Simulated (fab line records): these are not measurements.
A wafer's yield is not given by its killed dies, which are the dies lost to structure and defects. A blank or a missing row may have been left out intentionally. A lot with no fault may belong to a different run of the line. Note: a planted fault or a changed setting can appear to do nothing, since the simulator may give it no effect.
fab line records	flow nandHarc
[record] lots = 6	wafers = 18	lastDay = 24
route steps=1159 shown A_CHANNEL_HOLE_D1@480 A_CHANNEL_FILL_D1@490
lots with no fault: from the same line, run without faults
startH: hours from the record's first day to the start of the lot's first wafer shown	waitH: hours elapsed since this lot's preceding step	" the same as in the row above	L1.1+2: a row that stands for several wafers	- no value, or no start given	* or withheld: withheld	< > ~ a bound
route shown NAME@n: names a module that has steps shown in the file, with the first one's number in the route	usual: mean/standard deviation of fault-free wafers	same: alike in all rows	chamber/n: place in a boat	sites: readings site by site	_std_site: how widely they spread, as a standard deviation	_edge_site: mean of outer sites minus mean of inner sites	radiusMm: for every site, how far away it sits from the centre of the wafer	mask NAME#n: copy n	behind: tool/chamber where the wafer was last shaped	hold: why the lot went on hold/how many hours it stayed there/how the hold came to an end	device: the transistor (n, p or np) that didn't switch	end of line: tests run on the same wafers once the route is complete	where a step has no rows: the recipe by itself	killed: dies lost to structure and defects at the first sort, not the wafer's yield	map: the dies of a wafer, with x for killed, . for not killed, _ for no die there
set.NAME: setting as actually run; set.NAME@STEP: the setting as run at that earlier step	model.NAME: the simulator's own value behind a step, which no gauge read
a table for each step, a row for each wafer; lots at some steps of the route
services: a tool's chamber out of use, with start hour (startH, from the record's first day; less than 0 if before it), hours out, and reason
[[steps]]
[step NHARC_A_CHANNEL_HOLE_D1_STRIP_41]
[recipe] n2FlowSccm = 150	h2FlowSccm = 150	arFlowSccm = 0	biasW = 0	chemistry = N2/H2
[step NHARC_A_CHANNEL_HOLE_D1_STRIP_42]
[recipe] cf4FlowSccm = 100	chf3FlowSccm = 30	arFlowSccm = 0	biasW = 0	chemistry = CF4/CHF3
[step NHARC_A_CHANNEL_HOLE_D1_STRIP_43]
[recipe] o2FlowSccm = 400	cosFlowSccm = 20	arFlowSccm = 0	biasW = 0	chemistry = O2/COS
[step NHARC_A_CHANNEL_HOLE_D1_ETCH_44]
[recipe] targetDepthA = 1400	overetchA = 140	timeS = 77	ionEnergyEv = 100	cf4FlowSccm = 80	o2FlowSccm = 20	arFlowSccm = 0	rfW = 300	biasW = 100	chemistry = CF4/O2
[usual] drypumpMotorCurrentA = 5.6/0.38	oesProductAu = 0.999/0.0071	rfVppV = 198.6/1.1	showerheadPlenumPTorr = 1.37/0.043	throttleValvePct = 13.397/0.0093
lot.wafer	tool	chamber	startH	waitH	drypumpMotorCurrentA	oesProductAu	rfHoursCounterH	rfVppV	showerheadPlenumPTorr	throttleValvePct
L508.1	rieDiel-03	2	189.34	0.1	5.5	0.987	10	197.9	1.40	13.404
L508.6	"	1	"	"	5.5	1.000	-	199.3	1.37	13.396
L508.5	"	2	"	"	5.5	0.993	-	198.6	1.40	13.403
L511.4	rieDiel-07	0	205.41	0.1	5.7	1.004	9	198.9	1.40	13.401
L511.5	"	0	"	"	5.7	1.002	-	200.9	1.40	13.394
L511.6	"	1	"	"	6.0	1.006	-	195.9	1.29	13.393
L512.2	rieDiel-07	2	219.08	0.1	5.5	1.003	11	197.3	1.35	13.394
L512.3	"	0	"	"	5.8	1.013	10	198.2	1.40	13.400
L512.6	"	2	"	"	5.5	1.000	-	198.1	1.35	13.390
L518.2	rieDiel-07	3	258.31	0.1	6.2	0.997	1	198.4	1.40	13.399
L518.3	"	0	"	"	5.8	0.996	2	200.4	1.40	13.393
L518.5	"	0	"	"	5.8	0.993	-	197.9	1.40	13.394
L523.4	rieDiel-03	3	276.47	0.1	5.0	0.995	4	199.0	1.40	13.398
L523.3	"	1	"	"	5.5	1.002	3	198.3	1.37	13.398
L523.2	"	2	"	"	5.5	0.996	3	199.3	1.40	13.406
L528.1	rieDiel-03	2	308.27	0.1	5.5	0.991	5	200.4	1.39	13.390
L528.3	"	3	"	"	4.9	0.985	5	200.3	1.40	13.389
L528.4	"	0	"	"	5.3	0.996	5	197.6	1.30	13.405
[step NHARC_A_CHANNEL_HOLE_D1_STRIP_27]
[recipe] o2FlowSccm = 500	arFlowSccm = 0	biasW = 0	chemistry = O2
[usual] drypumpMotorCurrentA = 5.6/0.38	oesProductAu = 0.999/0.0071	rfVppV = 57.9/0.89	showerheadPlenumPTorr = 3.63/0.1	throttleValvePct = 17.036/0.0085
lot.wafer	tool	chamber	startH	waitH	drypumpMotorCurrentA	oesProductAu	rfHoursCounterH	rfVppV	showerheadPlenumPTorr	throttleValvePct
L508.1	rieDiel-03	0	-	-	5.3	0.994	10	56.8	3.45	17.035
L508.6	"	2	"	"	5.5	0.995	-	58.6	3.68	17.037
L508.5	"	3	"	"	5.0	0.999	-	58.7	3.71	17.032
L511.4	rieDiel-07	1	-	-	5.9	0.988	9	58.7	3.40	17.045
L511.6	"	3	"	"	6.2	0.998	-	57.9	3.69	17.031
L511.5	"	0	"	"	5.8	0.998	-	59.5	3.69	17.029
L512.3	rieDiel-07	3	-	-	6.2	1.001	10	58.4	3.69	17.036
L512.2	"	2	"	"	5.5	0.992	11	58.8	3.55	17.026
L512.6	"	3	"	"	6.2	1.008	-	57.7	3.69	17.035
L518.2	rieDiel-07	3	-	-	6.2	0.994	1	58.3	3.69	17.038
L518.3	"	1	"	"	6.0	1.004	1	56.7	3.40	17.043
L518.5	"	3	"	"	6.2	0.992	-	58.6	3.69	17.047
L523.4	rieDiel-03	2	-	-	5.5	0.998	3	56.7	3.68	17.028
L523.3	"	3	"	"	4.9	0.991	4	56.9	3.70	17.041
L523.2	"	1	"	"	5.6	1.000	3	57.4	3.62	17.037
L528.3	rieDiel-03	0	-	-	5.3	1.009	5	58.1	3.45	17.019
L528.4	"	1	"	"	5.6	1.006	5	56.4	3.62	17.041
L528.1	"	3	"	"	5.0	0.994	6	58.9	3.70	17.035
[step NHARC_A_CHANNEL_HOLE_D1_PRECLEAN_28]
[recipe] timeS = *	tempC = 50	bathAgeMin = 0	chemistry = SC1
[step NHARC_A_CHANNEL_HOLE_D1_SRD_29]
[step NHARC_A_CHANNEL_HOLE_D1_CD_MEAS_30]
[usual] cdNm = 90.2/1.1
lot.wafer	tool	chamber	startH	waitH	cdNm
L508.1	cdSem-02	-	190.14	-	90.1
L508.5	"	-	"	"	88.8
L508.6	"	-	"	"	91.4
L511.4	cdSem-03	-	206.21	-	90.6
L511.5	"	-	"	"	91.2
L511.6	"	-	"	"	90.6
L512.2	cdSem-02	-	219.87	-	89.4
L512.3	"	-	"	"	90.8
L512.6	"	-	"	"	90.2
L518.2	cdSem-01	-	259.12	-	90.2
L518.3	"	-	"	"	90.2
L518.5	"	-	"	"	89.7
L523.2	cdSem-02	-	277.27	-	90.5
L523.3	"	-	"	"	89.8
L523.4	"	-	"	"	90.3
L528.1	cdSem-01	-	309.06	-	92.4
L528.3	"	-	"	"	91.6
L528.4	"	-	"	"	92.3
[step NHARC_A_CHANNEL_HOLE_D1_XSEM_31]
[recipe] landingEnergyEv = 35000
[usual] botCdNm = 74.5/1.2	bowNm = 8.60/0.22	tiltDeg = 0.07/0.044
lot.wafer	tool	chamber	startH	waitH	botCdNm	bowNm	tiltDeg
L508.1	xsem-01	0	190.22	0.1	74.1	8.76	0.13
L508.5	"	0	"	"	72.8	8.87	0.13
L508.6	"	0	"	"	74.2	8.91	0.13
L511.4	xsem-01	0	206.32	0.1	74.9	8.66	0.11
L511.5	"	0	"	"	75.1	8.62	0.11
L511.6	"	0	"	"	74.7	8.65	0.11
L512.2	xsem-02	0	219.97	0.1	73.4	8.66	0.05
L512.3	"	0	"	"	75.3	8.68	0.05
L512.6	"	0	"	"	75.2	8.71	0.05
L518.2	xsem-01	0	259.20	0.1	73.8	8.60	0.09
L518.3	"	0	"	"	74.4	8.62	0.09
L518.5	"	0	"	"	74.2	8.52	0.09
L523.2	xsem-01	0	277.36	0.1	76.1	8.53	0.09
L523.3	"	0	"	"	74.5	8.56	0.09
L523.4	"	0	"	"	76.3	8.59	0.09
L528.1	xsem-01	0	309.15	0.1	76.0	8.66	0.04
L528.3	"	0	"	"	75.8	8.67	0.04
L528.4	"	0	"	"	77.4	8.71	0.04
[step NHARC_A_CHANNEL_HOLE_D1_INSPECT_40]
[usual] rawDefectCount = 61/20
lot.wafer	tool	chamber	startH	waitH	rawDefectCount
L508.1	defectInspect-01	-	190.32	-	46
L508.5	"	-	"	"	35
L508.6	"	-	"	"	47
L511.4	defectInspect-02	-	206.41	-	49
L511.5	"	-	"	"	45
L511.6	"	-	"	"	52
L512.2	defectInspect-01	-	220.06	-	96
L512.3	"	-	"	"	77
L512.6	"	-	"	"	64
L518.2	defectInspect-01	-	259.30	-	92
L518.3	"	-	"	"	51
L518.5	"	-	"	"	81
L523.2	defectInspect-02	-	277.45	-	124
L523.3	"	-	"	"	104
L523.4	"	-	"	"	100
L528.1	defectInspect-02	-	316.16	-	58
L528.3	"	-	"	"	57
L528.4	"	-	"	"	57
[step NHARC_A_CHANNEL_FILL_D1_PRECLEAN_00]
[recipe] timeS = *	tempC = 50	bathAgeMin = 0	chemistry = SC1
[step NHARC_A_CHANNEL_FILL_D1_SRD_01]
[step NHARC_A_CHANNEL_FILL_D1_ALD_02]
[recipe] targetThkA = 60	pulseTimeS = 10	aldCycles = 60	tempC = 300	material = SiO2
[usual] heaterPowerW = 470/40	precursorPulseHeightRel = 1.001/0.022	susceptorTempC = 300.01/0.22
[same] aldCycles = 60	pulseTimeS = 10
lot.wafer	tool	chamber	startH	waitH	heaterPowerW	precursorPulseHeightRel	susceptorTempC
L508.1	aldHk-03	0	193.20	-	517	1.013	299.89
L508.6	"	2	"	"	432	1.024	300.33
L508.5	"	3	"	"	482	0.998	300.20
L511.4	aldHk-03	1	206.68	-	458	1.015	305.29
L511.6	"	0	"	"	563	1.009	305.20
L511.5	"	1	"	"	461	0.984	304.88
L512.3	aldHk-03	3	221.13	-	485	1.002	304.92
L512.2	"	0	"	"	541	0.992	305.33
L512.6	"	3	"	"	478	0.963	305.06
L518.3	aldHk-02	3	261.05	-	468	0.996	300.21
L518.2	"	0	"	"	518	1.008	300.12
L518.5	"	3	"	"	458	0.990	300.47
L523.2	aldHk-04	2	277.65	-	462	1.014	299.93
L523.4	"	3	"	"	506	1.028	299.73
L523.3	"	1	"	"	415	0.976	299.67
L528.3	aldHk-03	0	316.72	-	525	0.956	299.86
L528.4	"	2	"	"	426	1.028	300.18
L528.1	"	3	"	"	463	0.975	299.97
[step NHARC_A_CHANNEL_FILL_D1_ALD_03]
[recipe] targetThkA = 60	pulseTimeS = 60	aldCycles = 58	tempC = 630	pressureTorr = 2	material = SiNx
[usual] precursorPulseHeightRel = 1.000/0.021	susceptorTempC = 630.09/0.3
[same] aldCycles = 58	pulseTimeS = 60
lot.wafer	tool	chamber	startH	waitH	precursorPulseHeightRel	susceptorTempC
L508.1	aldSinBatch-03	0	-	-	1.007	-
L508.5	"	0	"	"	0.987	-
L508.6	"	0	"	"	1.009	-
L511.4	aldSinBatch-02	0	-	-	1.004	630.39
L511.5	"	0	"	"	1.047	630.29
L511.6	"	0	"	"	1.010	630.52
L512.2	aldSinBatch-01	0	-	-	0.998	629.91
L512.3	"	0	"	"	1.046	630.51
L512.6	"	0	"	"	0.980	630.20
L518.2	aldSinBatch-01	0	-	-	0.992	630.13
L518.3	"	0	"	"	1.024	630.05
L518.5	"	0	"	"	0.968	630.54
L523.2	aldSinBatch-01	0	-	-	0.948	629.88
L523.3	"	0	"	"	1.021	630.02
L523.4	"	0	"	"	0.962	629.99
L528.1	aldSinBatch-01	0	-	-	0.982	629.91
L528.3	"	0	"	"	1.028	629.89
L528.4	"	0	"	"	1.014	630.27
[[services]]
tool	chamber	startH	hours	kind
rieDiel-03	0	169.80	-	clean
rieDiel-03	1	169.80	-	clean
rieDiel-03	2	169.80	-	clean
rieDiel-03	3	169.80	-	clean
rieDiel-07	0	182.88	-	clean
rieDiel-07	1	182.88	-	clean
rieDiel-07	2	182.88	-	clean
rieDiel-07	3	182.88	-	clean
rieDiel-03	0	194.30	-	clean
rieDiel-03	1	194.30	-	clean
rieDiel-03	2	194.30	-	clean
rieDiel-03	3	194.30	-	clean
rieDiel-07	1	207.07	8.9	repair
rieDiel-07	0	207.38	-	clean
rieDiel-07	2	207.38	-	clean
rieDiel-07	3	207.38	-	clean
rieDiel-03	-	215.30	9.0	pm
rieDiel-03	0	215.30	9.0	ventCycle
rieDiel-03	1	215.30	9.0	ventCycle
rieDiel-07	-	228.26	9.0	pm
aldHk-02	-	282.72	10.0	pm
rieDiel-03	0	285.91	1.9	repair
xsem-02	-	302.00	14.0	pm
aldSinBatch-03	-	314.00	26.0	pm
[[key]]
[firstSign] step = NHARC_A_CHANNEL_FILL_D1_ALD_02	reading = susceptorTempC	direction = up	sigmas = 23	usual = *	struck = *
effect none on later readings
metAt NHARC_A_CHANNEL_FILL_D1_ALD_02
struckWafers L511.4,L511.5,L511.6,L512.2,L512.3,L512.6
testerLeftOut L511,L512
onsetBetween 193.20 206.68
[fault] kind = processParameterDrift	tool = aldHk-03	chamber = -	onsetH = 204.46	steps = NHARC_A_CHANNEL_FILL_D1_ALD_02	channel = tempC	offset = *	shape = step	endH = 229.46	actsIn = *	stated = *
// testerLeftOut: of these lots the tester's yield and bins aren't shown, on N5 and GAA mostly nor the transistor test; their killed dies are dies lost to structure and defects alone, not to doping, threshold or leakage, so they don't give the yield
